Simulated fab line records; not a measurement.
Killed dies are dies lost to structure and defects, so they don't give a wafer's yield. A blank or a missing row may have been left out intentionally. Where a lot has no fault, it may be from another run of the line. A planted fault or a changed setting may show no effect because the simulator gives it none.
Chamber matching :: flow nandHarc :: NHARC_A_CONTACT_DESCUM_74 on rieDiel-04 has 4 sister chambers
The step chemistry O2, time 3 s. 18 wafers are shown with their chamber, then 9 later ones without.

== EACH WAFER AND ITS CHAMBER ==
wafer: L075.1
chamber: 3
drypumpMotorCurrentA (A): 5.7
oesProductAu (a.u.): 0.982
rfVppV (V): 58.0

wafer: L075.3
chamber: 2
drypumpMotorCurrentA (A): 5.8
oesProductAu (a.u.): 1.017
rfVppV (V): 57.1

wafer: L075.5
chamber: 2
drypumpMotorCurrentA (A): 5.8
oesProductAu (a.u.): 0.994
rfVppV (V): 56.7

wafer: L080.1
chamber: 2
drypumpMotorCurrentA (A): 5.8
oesProductAu (a.u.): 0.998
rfVppV (V): 56.9

wafer: L080.4
chamber: 1
drypumpMotorCurrentA (A): 6.0
oesProductAu (a.u.): 1.008
rfVppV (V): 58.2

wafer: L080.6
chamber: 2
drypumpMotorCurrentA (A): 5.8
oesProductAu (a.u.): 1.002
rfVppV (V): 57.2

wafer: L082.2
chamber: 3
drypumpMotorCurrentA (A): 5.7
oesProductAu (a.u.): 0.976
rfVppV (V): 58.1

wafer: L082.3
chamber: 1
drypumpMotorCurrentA (A): 5.9
oesProductAu (a.u.): 1.000
rfVppV (V): 57.8

wafer: L082.5
chamber: 2
drypumpMotorCurrentA (A): 5.9
oesProductAu (a.u.): 1.002
rfVppV (V): 56.8

wafer: L083.1
chamber: 0
drypumpMotorCurrentA (A): 6.5
oesProductAu (a.u.): 1.022
rfVppV (V): 58.1

wafer: L083.2
chamber: 1
drypumpMotorCurrentA (A): 5.9
oesProductAu (a.u.): 1.004
rfVppV (V): 57.8

wafer: L083.3
chamber: 2
drypumpMotorCurrentA (A): 5.8
oesProductAu (a.u.): 0.992
rfVppV (V): 57.5

wafer: L086.2
chamber: 3
drypumpMotorCurrentA (A): 5.7
oesProductAu (a.u.): 0.984
rfVppV (V): 58.0

wafer: L086.3
chamber: 0
drypumpMotorCurrentA (A): 6.6
oesProductAu (a.u.): 1.016
rfVppV (V): 57.7

wafer: L086.5
chamber: 3
drypumpMotorCurrentA (A): 5.7
oesProductAu (a.u.): 0.993
rfVppV (V): 57.0

wafer: L089.2
chamber: 1
drypumpMotorCurrentA (A): 5.9
oesProductAu (a.u.): 1.003
rfVppV (V): 58.1

wafer: L089.3
chamber: 2
drypumpMotorCurrentA (A): 5.8
oesProductAu (a.u.): 0.998
rfVppV (V): 58.3

wafer: L089.5
chamber: 0
drypumpMotorCurrentA (A): 6.6
oesProductAu (a.u.): 1.009
rfVppV (V): 58.0

SIGNATURES (averages over the wafers above)
reading: drypumpMotorCurrentA
chamber 0: 6.567
chamber 1: 5.925
chamber 2: 5.814
chamber 3: 5.700
scatter within a chamber: 0.0403

reading: oesProductAu
chamber 0: 1.01567
chamber 1: 1.00375
chamber 2: 1.00043
chamber 3: 0.98375
scatter within a chamber: 0.00692

reading: rfVppV
chamber 0: 57.933
chamber 1: 57.975
chamber 2: 57.214
chamber 3: 57.775
scatter within a chamber: 0.45
Rule: a wafer's distance from a chamber is the root of the sum, over the readings, of the square of ((its reading less the chamber's mean) divided by the reading's scatter). If the next closest chamber is less than 2 further off than the closest, the wafer can't be placed; otherwise it belongs to the closest. How the scatter is found: for the shown wafers, subtract from each reading the mean of its chamber, square and add these, divide the total by (wafers less chambers), then take the root.

== WAFERS WITH NO CHAMBER GIVEN ==
wafer: L093.1
drypumpMotorCurrentA (A): 6.6
oesProductAu (a.u.): 0.999
rfVppV (V): 56.9

wafer: L093.2
drypumpMotorCurrentA (A): 5.8
oesProductAu (a.u.): 0.993
rfVppV (V): 57.9

wafer: L093.4
drypumpMotorCurrentA (A): 5.7
oesProductAu (a.u.): 0.976
rfVppV (V): 57.3

wafer: L095.2
drypumpMotorCurrentA (A): 6.6
oesProductAu (a.u.): 1.018
rfVppV (V): 57.9

wafer: L095.3
drypumpMotorCurrentA (A): 5.9
oesProductAu (a.u.): 1.005
rfVppV (V): 57.4

wafer: L095.6
drypumpMotorCurrentA (A): 5.7
oesProductAu (a.u.): 0.989
rfVppV (V): 57.3

wafer: L097.3
drypumpMotorCurrentA (A): 5.7
oesProductAu (a.u.): 0.992
rfVppV (V): 58.3

wafer: L097.5
drypumpMotorCurrentA (A): 6.5
oesProductAu (a.u.): 1.011
rfVppV (V): 58.2

wafer: L097.6
drypumpMotorCurrentA (A): 5.7
oesProductAu (a.u.): 0.994
rfVppV (V): 56.6

== CHAMBER TAKEN BY EACH ==
wafer: L093.1
from the rows above: 0
in truth: 0

wafer: L093.2
from the rows above: can't be placed: 2 or 3 or 1
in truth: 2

wafer: L093.4
from the rows above: 3
in truth: 3

wafer: L095.2
from the rows above: 0
in truth: 0

wafer: L095.3
from the rows above: can't be placed: 1 or 2
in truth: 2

wafer: L095.6
from the rows above: can't be placed: 3 or 2
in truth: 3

wafer: L097.3
from the rows above: 3
in truth: 3

wafer: L097.5
from the rows above: 0
in truth: 0

wafer: L097.6
from the rows above: can't be placed: 3 or 2
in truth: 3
Placed correctly: 5 of 9. Cannot be placed on the basis of these rows: 4; the candidates contain the true chamber in 4. Placed wrongly: 0.
